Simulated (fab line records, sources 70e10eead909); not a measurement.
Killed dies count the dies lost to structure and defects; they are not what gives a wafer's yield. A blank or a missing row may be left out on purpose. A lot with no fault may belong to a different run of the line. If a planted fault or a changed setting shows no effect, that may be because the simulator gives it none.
A lot that was struck, set against a sound lot    flow nand-harc    37 steps out of a route of 1159
Sound: wafers L850.2, L850.4, L850.5. Struck: wafers L870.2, L870.3, L870.6. At the end, the cause is stated.
At each step with rows: each side's tool, then ch and its chambers, then its first start. Under that, the readings that differ: sound wafers    struck wafers    difference of the means    sigmas: that difference in standard deviations of wafers without a fault.
alike: readings with means less than 2 such deviations apart, plus words and numbers identical on both sides. not compared: withheld readings, readings lacking a value on some wafer, bounds such as >300 that could conceal the same value, and numbers that have no deviation in the record and whose values overlap.
Wherever a step has rows on one side only, a row that says differs or no value, or a row with sigmas, the two part there. Numbers that don't overlap but have no deviation are shown without sigmas and don't part them. A reading that every wafer of one side lacks parts them only if that side has two wafers or more.

first, 11 steps without rows for these wafers: NHARC_THIN_TSV_HARDBAKE_13 (time 80 s); NHARC_THIN_TSV_DESCUM_14 (chemistry O2, time 3 s); NHARC_THIN_TSV_ETCH_44 (etches the open film in CF4/O2, target depth 1594.2 nm, time 797.1 s); NHARC_THIN_TSV_ETCH_15 (target depth 3000 nm, bosch target overetch cycles 2, bosch etch step 2.8 s); NHARC_THIN_TSV_STRIP_45 (strips in O2); NHARC_THIN_TSV_STRIP_46 (strips in post etch residue remover, time 1200 s); NHARC_THIN_TSV_DEP_47 (deposits SiO2, target thk 200 nm); NHARC_THIN_TSV_ETCHBACK_48 (etches the open film in C4F8/Ar, target depth 1028.5 nm, time 405.17 s); NHARC_THIN_TSV_STRIP_62 (strips in N2/H2, time 20 s); NHARC_THIN_TSV_DEGAS_49 (time 120 s); NHARC_THIN_TSV_PRE_CLEAN_50 (time 30 s).
NHARC_THIN_TSV_PVD_19: deposits TaN, target thk 20 nm.
  sound on pvd-sputter-01, day 20 06:20; struck on pvd-sputter-03, day 24 08:59
  alike: throttle-valve-pct
then, 24 steps without rows for these wafers: NHARC_THIN_TSV_PVD_51 (deposits Cu, target thk 100 nm); NHARC_THIN_TSV_ECD_20 (material Cu, target thk 2000 nm); NHARC_THIN_TSV_ANNEAL_52 (time 90 s); NHARC_THIN_TSV_CMP_21 (polishes, t overpolish 30 s, target thk 2000 nm); NHARC_THIN_TSV_SRD_23; NHARC_THIN_TSV_DEGAS_53 (time 60 s); NHARC_THIN_TSV_PRE_CLEAN_54 (time 30 s); NHARC_THIN_TSV_PVD_55 (deposits TiN, target thk 50 nm); NHARC_THIN_TSV_PVD_24 (deposits Al, target thk 800 nm); NHARC_THIN_TSV_DEHYDRATE_25 (time 120 s); NHARC_THIN_TSV_HMDS_26 (time 30 s); NHARC_THIN_TSV_COAT_27; NHARC_THIN_TSV_SOFTBAKE_28 (time 95 s); NHARC_THIN_TSV_EBR_29; NHARC_THIN_TSV_EXPOSE_30 (exposes mask PAD); NHARC_THIN_TSV_PEB_31 (peb time 85 s); NHARC_THIN_TSV_DEVELOP_32 (time 70 s); NHARC_THIN_TSV_HARDBAKE_34 (time 80 s); NHARC_THIN_TSV_DESCUM_35 (chemistry O2, time 3 s); NHARC_THIN_TSV_ETCH_59 (etches the open film in Cl2/BCl3, target depth 880 nm, time 138.1 s); NHARC_THIN_TSV_ETCH_36 (etches the open film in Cl2/BCl3, target depth 65 nm, time 18.571 s); NHARC_THIN_TSV_STRIP_56 (strips in O2); NHARC_THIN_TSV_STRIP_57 (strips in post etch residue remover, time 1200 s); NHARC_THIN_TSV_ANNEAL_58 (time 1800 s).
NHARC_END_SORT_01:
  sound on prober-02 ch 0, day 21 00:01; struck on prober-01 ch 0, day 24 21:44
reading                   sound           struck          difference  sigmas
defect-limited-yield (%)  97.3 96.5 95.6  89.1 81.4 79.8  -13.0       -8
killed-at-other           3 1 0           31 82 92        +67         +67
killed-dies               18 24 30        74 126 137      +88         +8
sort_bin_2_pct (%)        0.9 1.3 1.3     3.4 7.4 7.4     +4.9        +7
sort_bin_3_pct (%)        0 0.30 0.30     1.92 3.55 4.28  +3.05       +13
sort_bin_4_pct (%)        1.8 1.9 2.8     5.6 7.7 8.6     +5.1        +5
sort-n-pass               659 653 647     603 551 540     -88         -8
sort-rim-yield-pct (%)    98.1 98.1 98.1  81.1 89.6 86.8  -12.3       -5
sort-yield-pct (%)        97.3 96.5 95.6  89.1 81.4 79.8  -13.0       -8
  alike: killed-at-array, killed-at-periphery, killed-open, killed-short

## WHERE THEY PART
Only at NHARC_END_SORT_01, within this record.

WHY: what had been put in by the simulator
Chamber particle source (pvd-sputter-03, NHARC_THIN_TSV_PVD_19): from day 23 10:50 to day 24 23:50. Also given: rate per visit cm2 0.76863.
